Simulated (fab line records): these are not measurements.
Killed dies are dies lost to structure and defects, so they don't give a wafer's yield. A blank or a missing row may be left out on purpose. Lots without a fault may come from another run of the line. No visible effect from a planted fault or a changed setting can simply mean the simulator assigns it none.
fab line records -- flow n5Finfet -- part 2 of 2: steps 16 to 27 of 27
[record] lots = 5, wafers = 15, lastDay = 17
route steps=1938 shown BEOL_M4@1057
lots that met no fault: taken from a fault-free run of the same line
startH: hours from the record's first day to the start of the lot's first wafer shown -- waitH: hours elapsed since this lot's preceding step -- " repeats the value in the row above -- L1.1+2: one row covering several wafers at once -- - no value, or no start was given -- * or withheld: withheld -- < > ~ a bound
route shown NAME@n: names a module that has steps shown in the file, with the first one's number in the route -- usual: mean and standard deviation over wafers with no fault -- same: alike in all rows -- chamber/n: place in a boat -- sites: per-site readings -- _std_site: their standard deviation -- _edge_site: the outer-site mean with the inner-site mean subtracted -- radiusMm: for every site, how far away it sits from the centre of the wafer -- mask NAME#n: copy n -- behind: the last tool/chamber to shape the wafer -- hold: cause of the lot's hold/its duration in hours/its outcome -- device: the n, p or np transistor that did not switch -- end of line: the route-end tests of the same wafers -- a step given without rows: its recipe and nothing more -- killed: dies lost to structure and defects at the first sort, not the wafer's yield -- map: per-die view of a wafer (x killed, . not killed, _ where there is no die)
set.NAME: the setting that was run; set.NAME@STEP: the one run at that earlier step -- model.NAME: the simulator's own value behind a step, which no gauge read
lots at some steps of the route; a table a step, a row a wafer
services: from which hour (startH, from the record's first day; less than 0 if before it) a tool's chamber was out of use, for how many hours, and why
[[steps]]
[step N5_BEOL_M4_STRIP_97]
[recipe] chemistry = N2/H2, timeS = 10, powerW = 450, tempC = 40, pressureMtorr = 20, rfFrequencyHz = 6e+07, biasPowerW = 7, n2FlowSccm = 200, h2FlowSccm = 200
[usual] drypumpMotorCurrentA = 5.6/0.44, oesProductAu = 0.79/0.074, rfVppV = 59.1/0.94, showerheadPlenumPTorr = 2.53/0.089, throttleValvePct = 23.64/0.23
lot.wafer,tool,chamber,startH,waitH,drypumpMotorCurrentA,oesProductAu,rfHoursCounterH,rfVppV,showerheadPlenumPTorr,throttleValvePct
L074.2,rieDiel-01,1,-,-,5.7,0.70,217,57.4,2.50,23.75
L074.3,rieDiel-01,0,-,-,6.2,0.70,218,59.4,2.52,24.03
L074.6,rieDiel-01,0,-,-,6.2,0.70,-,60.7,2.52,24.04
L084.1,rieDiel-01,0,-,-,6.2,0.69,241,58.3,2.51,24.06
L084.3,rieDiel-01,3,-,-,5.3,0.80,111,58.5,2.45,23.43
L084.6,rieDiel-01,1,-,-,5.7,0.69,-,59.8,2.49,23.77
L091.1,rieDiel-05,3,-,-,5.0,0.84,61,59.1,2.68,23.21
L091.3,rieDiel-05,0,-,-,5.5,0.83,70,58.9,2.46,23.44
L091.4,rieDiel-05,1,-,-,6.1,0.85,52,57.4,2.57,23.41
L094.2,rieDiel-06,3,-,-,5.7,0.91,14,59.7,2.59,23.59
L094.3,rieDiel-06,2,-,-,5.9,0.68,242,58.8,2.50,23.77
L094.4,rieDiel-06,0,-,-,4.8,0.81,92,59.4,2.66,23.61
L096.2,rieDiel-05,0,-,-,5.5,0.81,80,58.6,2.46,23.46
L096.3,rieDiel-05,2,-,-,5.7,0.80,112,57.9,2.44,23.85
L096.6,rieDiel-05,1,-,-,6.1,0.83,-,60.0,2.57,23.43
[step N5_BEOL_M4_OCD_MEAS_38]
[usual] trenchDepthNm = 55.5/0.8
lot.wafer,tool,chamber,startH,waitH,trenchDepthNm
L074.2,ocd-01,-,156.06,-,54.8
L074.3,ocd-01,-,156.06,-,54.7
L074.6,ocd-01,-,156.06,-,54.6
L084.1,ocd-02,-,222.17,-,54.8
L084.3,ocd-02,-,222.17,-,54.7
L084.6,ocd-02,-,222.17,-,55.2
L091.1,ocd-02,-,274.66,-,55.5
L091.3,ocd-02,-,274.66,-,55.0
L091.4,ocd-02,-,274.66,-,55.8
L094.2,ocd-01,-,275.34,-,57.0
L094.3,ocd-01,-,275.34,-,54.2
L094.4,ocd-01,-,275.34,-,55.6
L096.2,ocd-02,-,303.13,-,55.0
L096.3,ocd-02,-,303.13,-,56.5
L096.6,ocd-02,-,303.13,-,56.6
[step N5_BEOL_M4_HM_STRIP_39]
[recipe] chemistry = peroxideTinStrip, material = TiN, targetDepthA = 250, tempC = 50, timeS = 158
lot.wafer,tool,chamber,startH,waitH
L074.2+3+6,wetBench-01,"6,7,4",156.09,0.0
L084.1+3+6,wetBench-01,"5,6,7",222.20,0.0
L091.1+3+4,wetBench-01,"3,0,2",274.70,0.0
L094.2+3+4,wetBench-05,"5,4,2",275.37,0.0
L096.2+3+6,wetBench-04,"7,2,1",303.17,0.0
[step N5_BEOL_M4_SRD_40]
[recipe] timeS = 30, tempC = 23, rinseLiquid = diw, dry = ipaMarangoni
lot.wafer,tool,chamber,startH,waitH
L074.2+3+6,wetBench-01,"6,7,4",156.14,0.0
L084.1+3+6,wetBench-01,"5,6,7",222.30,0.0
L091.1+3+4,wetBench-01,"3,0,2",274.74,0.0
L094.2+3+4,wetBench-05,"5,4,2",275.41,0.0
L096.2+3+6,wetBench-04,"7,2,1",303.22,0.0
[step N5_BEOL_M4_PRECLEAN_42]
[recipe] chemistry = residueRemover, timeS = 60, tempC = 40
lot.wafer,tool,chamber,startH,waitH
L074.2+3+6,wetBench-01,"6,7,4",156.16,0.0
L084.1+3+6,wetBench-01,"5,6,7",222.33,0.0
L091.1+3+4,wetBench-01,"3,0,2",274.76,0.0
L094.2+3+4,wetBench-05,"5,4,2",275.43,0.0
L096.2+3+6,wetBench-04,"7,2,1",303.24,0.0
[step N5_BEOL_M4_SRD_43]
[recipe] timeS = 30, tempC = 23, rinseLiquid = diw, dry = ipaMarangoni
lot.wafer,tool,chamber,startH,waitH
L074.2+3+6,wetBench-01,"6,7,4",156.17,0.0
L084.1+3+6,wetBench-01,"5,6,7",222.36,0.0
L091.1+3+4,wetBench-01,"3,0,2",274.78,0.0
L094.2+3+4,wetBench-05,"5,4,2",275.45,0.0
L096.2+3+6,wetBench-04,"7,2,1",303.25,0.0
[step N5_BEOL_M4_CD_MEAS_35]
[recipe] targetCdNm = 18, targetCdYNm = 22.4, polarity = opening
[usual] cdNm = 18.05/0.3
lot.wafer,tool,chamber,startH,waitH,cdNm
L074.2,cdSem-03,-,156.21,0.0,17.80
L074.3,cdSem-03,-,156.21,0.0,17.43
L074.6,cdSem-03,-,156.21,0.0,17.92
L084.1,cdSem-02,-,222.42,0.0,18.10
L084.3,cdSem-02,-,222.42,0.0,17.89
L084.6,cdSem-02,-,222.42,0.0,17.77
L091.1,cdSem-03,-,274.82,0.0,17.76
L091.3,cdSem-03,-,274.82,0.0,18.52
L091.4,cdSem-03,-,274.82,0.0,17.98
L094.2,cdSem-01,-,275.49,0.0,18.08
L094.3,cdSem-01,-,275.49,0.0,17.98
L094.4,cdSem-01,-,275.49,0.0,17.89
L096.2,cdSem-03,-,303.30,0.0,18.26
L096.3,cdSem-03,-,303.30,0.0,17.61
L096.6,cdSem-03,-,303.30,0.0,17.73
[step N5_BEOL_M4_DEGAS_44]
[recipe] ambient = vacuum, tempC = 250, timeS = 60
[usual] heaterPowerW = 341/30
lot.wafer,tool,chamber,startH,waitH,heaterPowerW
L074.2,pvdSputter-03,-,156.37,0.2,295
L074.3,pvdSputter-03,-,156.37,0.2,347
L074.6,pvdSputter-03,-,156.37,0.2,302
L084.1,pvdSputter-02,-,222.46,0.0,330
L084.3,pvdSputter-02,-,222.46,0.0,421
L084.6,pvdSputter-02,-,222.46,0.0,339
L091.1,pvdSputter-01,-,275.27,0.5,336
L091.3,pvdSputter-01,-,275.27,0.5,332
L091.4,pvdSputter-01,-,275.27,0.5,360
L094.2,pvdSputter-03,-,275.53,0.0,345
L094.3,pvdSputter-03,-,275.53,0.0,297
L094.4,pvdSputter-03,-,275.53,0.0,347
L096.2,pvdSputter-03,-,303.46,0.2,307
L096.3,pvdSputter-03,-,303.46,0.2,338
L096.6,pvdSputter-03,-,303.46,0.2,297
[step N5_BEOL_M4_PRE_CLEAN_45]
[recipe] gas = H2/He, timeS = 30, tempC = 250
[usual] heaterPowerW = 341/30
lot.wafer,tool,chamber,startH,waitH,heaterPowerW
L074.2,pvdSputter-03,-,156.41,0.0,306
L074.3,pvdSputter-03,-,156.41,0.0,340
L074.6,pvdSputter-03,-,156.41,0.0,311
L084.1,pvdSputter-02,-,222.50,0.0,312
L084.3,pvdSputter-02,-,222.50,0.0,413
L084.6,pvdSputter-02,-,222.50,0.0,346
L091.1,pvdSputter-01,-,275.31,0.0,342
L091.3,pvdSputter-01,-,275.31,0.0,326
L091.4,pvdSputter-01,-,275.31,0.0,369
L094.2,pvdSputter-03,-,275.57,0.0,342
L094.3,pvdSputter-03,-,275.57,0.0,302
L094.4,pvdSputter-03,-,275.57,0.0,347
L096.2,pvdSputter-03,-,303.50,0.0,295
L096.3,pvdSputter-03,-,303.50,0.0,349
L096.6,pvdSputter-03,-,303.50,0.0,300
[step N5_BEOL_M4_ALD_84]
[recipe] material = TaN, targetThkA = *, tempC = 275, aldPrecursorFamily = PDMAT, aldCoReactant = NH3, pressureTorr = 3, carrierFlowSccm = 1500, pulseTimeS = 2, purgeTimeS = 3, coReactantPurgeTimeS = 2, coReactantPulseTimeS = 3, aldCycles = 30, precursorVesselTempC = 75, precursorVesselPressureTorr = 26.25, precursorVesselCarrierSccm = 1000
[usual] heaterPowerW = 411/34, mfcCarrierSccm = 1501/4.6
lot.wafer,tool,chamber,startH,waitH,heaterPowerW,mfcCarrierSccm
L074.2,aldMetal-02,2,156.50,0.1,425,1503
L074.3,aldMetal-02,3,156.50,0.1,359,1500
L074.6,aldMetal-02,0,156.50,0.1,354,1510
L084.1,aldMetal-02,0,222.56,0.0,355,1495
L084.3,aldMetal-02,1,222.56,0.0,442,1502
L084.6,aldMetal-02,2,222.56,0.0,441,1496
L091.1,aldMetal-01,3,275.37,0.0,425,1510
L091.3,aldMetal-01,1,275.37,0.0,387,1499
L091.4,aldMetal-01,2,275.37,0.0,333,1504
L094.2,aldMetal-01,1,275.84,0.3,388,1502
L094.3,aldMetal-01,3,275.84,0.3,431,1495
L094.4,aldMetal-01,0,275.84,0.3,419,1504
L096.2,aldMetal-01,0,303.56,0.0,424,1498
L096.3,aldMetal-01,2,303.56,0.0,331,1496
L096.6,aldMetal-01,3,303.56,0.0,435,1499
[step N5_BEOL_M4_SURFACE_TREAT_85]
[recipe] gas = Ar, timeS = *, ionEnergyEv = *, ionCurrentMaCm2 = 0.5, pressureMtorr = *, arFlowSccm = 30
[usual] throttleValvePct = *
lot.wafer,tool,chamber,startH,waitH,throttleValvePct
L074.2,pvdSputter-02,-,156.73,0.1,*
L074.3,pvdSputter-02,-,156.73,0.1,*
L074.6,pvdSputter-02,-,156.73,0.1,*
L084.1,pvdSputter-02,-,222.79,0.1,*
L084.3,pvdSputter-02,-,222.79,0.1,*
L084.6,pvdSputter-02,-,222.79,0.1,*
L091.1,pvdSputter-01,-,275.60,0.1,*
L091.3,pvdSputter-01,-,275.60,0.1,*
L091.4,pvdSputter-01,-,275.60,0.1,*
L094.2,pvdSputter-01,-,276.22,0.3,*
L094.3,pvdSputter-01,-,276.22,0.3,*
L094.4,pvdSputter-01,-,276.22,0.3,*
L096.2,pvdSputter-01,-,303.82,0.2,*
L096.3,pvdSputter-01,-,303.82,0.2,*
L096.6,pvdSputter-01,-,303.82,0.2,*
[step N5_BEOL_M4_CVD_47]
[recipe] material = Co, targetThkA = 30, tempC = withheld, precursor = CCTBA/H2, pressureTorr = 30, timeS = 223.8
lot.wafer,tool,chamber,startH,waitH
L074.2+3+6,cvdCo-02,"0,1,0",157.02,0.3
L084.1+3+6,cvdCo-02,"2,1,1",222.85,0.0
L091.1+3+4,cvdCo-02,"1,0,1",275.66,0.0
L094.2+3+4,cvdCo-02,"0,2,2",276.51,0.3
L096.2+3+6,cvdCo-01,"0,2,0",303.97,0.1
[[services]]
tool,chamber,startH,hours,kind
aldSin-03,-,143.78,28.1,pm
rieDiel-06,0,149.96,9.6,repair
cvdCo-01,-,153.72,6.9,pm
cvdCo-02,-,168.66,0.6,repair
aldSin-04,-,176.82,14.0,pm
rieDiel-06,-,186.01,2.8,pm
aldSin-03,-,187.19,2.6,repair
cvdCo-01,2,189.17,15.3,repair
rieDiel-06,2,193.07,5.0,repair
aldSin-03,0,199.37,8.0,repair
cvdCo-01,1,205.77,4.3,repair
aldMetal-02,-,211.10,0.3,repair
aldMetal-02,3,220.56,8.6,repair
cvdCo-02,-,227.63,6.0,pm
aldMetal-01,-,230.84,8.7,pm
cvdCo-02,-,243.17,20.8,repair
rieDiel-06,0,248.46,12.2,repair
rieDiel-06,2,253.30,11.7,repair
aldSin-04,2,253.48,2.3,repair
aldSin-04,2,269.04,14.6,repair
aldSin-02,-,269.45,14.0,pm
aldMetal-02,3,279.23,4.1,repair
pvdSputter-03,-,285.89,3.8,repair
aldMetal-02,1,295.78,3.4,repair
